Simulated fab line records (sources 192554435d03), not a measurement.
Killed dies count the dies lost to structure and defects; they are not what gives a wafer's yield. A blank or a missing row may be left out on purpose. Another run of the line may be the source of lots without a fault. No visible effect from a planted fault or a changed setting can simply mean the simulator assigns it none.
A lot that was struck, set against a sound lot -- flow n5 finfet -- 14 steps out of a route of 1938
Sound: wafers L518.2, L518.4, L518.5. Wafers L523.1, L523.3, L523.4 were the ones struck. At the end, the cause is stated.
Each step with rows lists, per side, the tool, then ch with its chambers, then its first start. Under that, the readings that differ: sound wafers -- struck wafers -- difference of the means -- sigmas: that difference in standard deviations of wafers without a fault.
alike: a reading whose means differ by less than 2 such deviations, as well as words and numbers matching on both sides. not compared: withheld readings; readings where some wafer has no value; bounds like >300 that might hide an equal value; numbers whose values overlap and for which the record gives no deviation.
Wherever a step has rows on one side only, a row that says differs or no value, or a row with sigmas, the two part there. When numbers do not overlap yet have no deviation, they are printed without sigmas and do not part them. Lack of a reading on every wafer of one side parts them only where that side has two or more wafers.

N5_BEOL_M13_VIA_ETCH_16: etches SiOC in C4F8/O2/Ar, target depth 921.7 nm.
  sound on rie diel-02 ch 0,2,3, day 13 05:31; struck on rie diel-06 ch 0,1,2, day 14 05:01
  alike: chamber pressure mTorr, drypump motor current A, oes product au, rf vpp V, showerhead plenum p Torr, throttle valve pct
N5_BEOL_M13_STRIP_63: strips in N2/H2.
  sound on plasma asher-02 ch 0,1, day 13 05:44; struck on plasma asher-02 ch 0,1, day 14 05:14
  alike: chamber pressure mTorr, drypump motor current A, heater power w, oes product au, strip time to endpoint s
  not compared: rf hours counter h
N5_BEOL_M13_STRIP_64: strips in N2/H2.
  sound on plasma asher-02 ch 0,1, day 13 05:48; struck on plasma asher-02 ch 0,1, day 14 05:18
  alike: drypump motor current A, heater power w, oes product au, strip time to endpoint s
  not compared: rf hours counter h
then, 2 steps without rows for these wafers: N5_BEOL_M13_STRIP_71 (strips in post etch residue remover, time 60 s); N5_BEOL_M13_SRD_72 (time 30 s, dry time 30 s).
N5_BEOL_M13_CD_MEAS_17: the cd target is 190 nm.
  sound: cd sem-02 at day 13 05:58; struck: cd sem-03 at day 14 05:27
  alike: cd nm
then, 6 steps without rows for these wafers: N5_BEOL_M13_COAT_65 (time 60 s, resist thk 350 nm); N5_BEOL_M13_COAT_66 (time 60 s, resist thk 110 nm); N5_BEOL_M13_COAT_22 (resist thk 300 nm); N5_BEOL_M13_EBR_24; N5_BEOL_M13_SOFTBAKE_23 (time 60 s); N5_BEOL_M13_EXPOSE_25 (exposes mask M13, target cd 210 nm).
N5_BEOL_M13_PEB_26: peb time 90 s.
  struck on litho track-01, day 14 05:40; sound on litho track-02 ch 0, day 13 06:17
  no value came back on the struck wafers for chill plate temp C (C), exhaust pa (Pa), resist line temp C (C); on the sound wafers chill plate temp C (C) reads 22.93 22.88 22.99
then, 1 step without rows for these wafers: N5_BEOL_M13_DEVELOP_27 (develop time 45 s).

== WHERE THEY PART ==
Only at N5_BEOL_M13_PEB_26, as far as this record shows.

WHY: the cause the simulator had injected
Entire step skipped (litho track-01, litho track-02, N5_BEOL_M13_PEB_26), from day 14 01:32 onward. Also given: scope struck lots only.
